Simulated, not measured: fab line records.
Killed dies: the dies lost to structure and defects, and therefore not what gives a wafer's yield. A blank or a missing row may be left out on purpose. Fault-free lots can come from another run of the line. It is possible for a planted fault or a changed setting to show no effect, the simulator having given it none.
Split-lot experiment + flow n5Finfet + 7 lots, 21 wafers read, on a route of 1938 steps

ABOUT THE SPLIT
At N5_BEOL_M11_EXPOSE_25 (exposes mask V10), the setting doseMj was moved away from the recipe's 85.5 on 10 of the 21 wafers read, by -3.9% to +2.4%. For the rest of the wafers, this setting stayed at what the recipe calls for.

FROM THE SPLIT TO THE READING: what the file shows between them, 2 steps
- N5_BEOL_M11_PEB_26: peb time 60 s
- N5_BEOL_M11_DEVELOP_27: develop time 30 s

THE READING
cdNm at N5_BEOL_M11_CD_MEAS_28, given in nm (cd target 70 nm). Typical for fault-free wafers on this fab line: 70.2 nm, with standard deviation 0.95 nm.

| wafer  | tool, chamber at the split | doseMj as run | against the recipe | cdNm, nm | against lot-mates on the recipe |
|--------|----------------------------|---------------|--------------------|----------|---------------------------------|
| L080.1 | arfiScanner-02, 0          | 83.13         | -2.8%              | 67.8     | -1.6                            |
| L080.4 | arfiScanner-02, 0          | 83.13         | -2.8%              | 67.9     | -1.5                            |
| L080.5 | arfiScanner-02, 0          | 85.5          | recipe             | 69.4     | -                               |
| L083.2 | arfiScanner-02, 0          | 85.5          | recipe             | 70.9     | -                               |
| L083.3 | arfiScanner-02, 0          | 85.5          | recipe             | 69.3     | -                               |
| L083.4 | arfiScanner-02, 0          | 85.5          | recipe             | 70.2     | -                               |
| L085.3 | arfiScanner-01, 0          | 82.17         | -3.9%              | 67.3     | -4.3                            |
| L085.4 | arfiScanner-01, 0          | 85.5          | recipe             | 71.6     | -                               |
| L085.6 | arfiScanner-01, 0          | 82.17         | -3.9%              | 67.7     | -3.9                            |
| L084.3 | arfiScanner-03, 0          | 83.82         | -2.0%              | 69.9     | -0.1                            |
| L084.4 | arfiScanner-03, 0          | 83.82         | -2.0%              | 67.4     | -2.6                            |
| L084.6 | arfiScanner-03, 0          | 85.5          | recipe             | 70.0     | -                               |
| L076.1 | arfiScanner-01, 0          | 85.5          | recipe             | 69.8     | -                               |
| L076.2 | arfiScanner-01, 0          | 87.58         | +2.4%              | 72.5     | +2.6                            |
| L076.3 | arfiScanner-01, 0          | 85.5          | recipe             | 70.0     | -                               |
| L090.1 | arfiScanner-02, 0          | 85.5          | recipe             | 70.9     | -                               |
| L090.3 | arfiScanner-02, 0          | 85.5          | recipe             | 69.7     | -                               |
| L090.4 | arfiScanner-02, 0          | 82.49         | -3.5%              | 68.1     | -2.2                            |
| L093.1 | arfiScanner-03, 0          | 82.32         | -3.7%              | 66.7     | -4.0                            |
| L093.3 | arfiScanner-03, 0          | 85.5          | recipe             | 70.7     | -                               |
| L093.5 | arfiScanner-03, 0          | 82.32         | -3.7%              | 67.8     | -2.9                            |

FIT RESULTS
A straight line over all 21 wafers: cdNm changes by +0.771 nm for each +1% of doseMj; r = +0.90; the points scatter about the line by 0.72 nm.
The same after taking each lot's own level away (the mean of its wafers on the recipe; 21 wafers): +0.892 nm for each +1%; r = +0.92; scatter 0.71 nm.
The reading moves by 3.5 nm for the largest change in doseMj, on that fit.
The span of the lots' own levels, 69.40 to 71.60 nm, comes to 2.3 times the standard deviation stated above.
Hence the slope depends on the lot-to-lot level, as the two fits are not the same.
Check: with one of the wafers moved furthest among these (-3.9%) left out of the fit, the line predicts -3.18 nm for it against its lot-mates. Against them it came out at -4.3 nm.

ADDITIONAL SPLITS CARRIED BY THESE WAFERS
These wafers also went through other splits before the reading. Each is held against what the fit with the lots' levels taken away leaves over:
| other split on the same wafers | wafers away from the commonest value | r with cdNm (lot level and that fit taken away) |
|--------------------------------|--------------------------------------|-------------------------------------------------|
| N5_BEOL_M8_COAT_22 spinRpm     | 4                                    | -0.36                                           |
| N5_BEOL_M8_ETCH_72 h2FlowSccm  | 7                                    | -0.18                                           |
| N5_BEOL_M9_ETCH_62 sourceW     | 5                                    | -0.34                                           |
| N5_BEOL_M10_COAT_05 spinRpm    | 3                                    | -0.06                                           |

FILE'S OWN FIT
cdNm changes by +0.85 nm for each +1% of doseMj, r = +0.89.
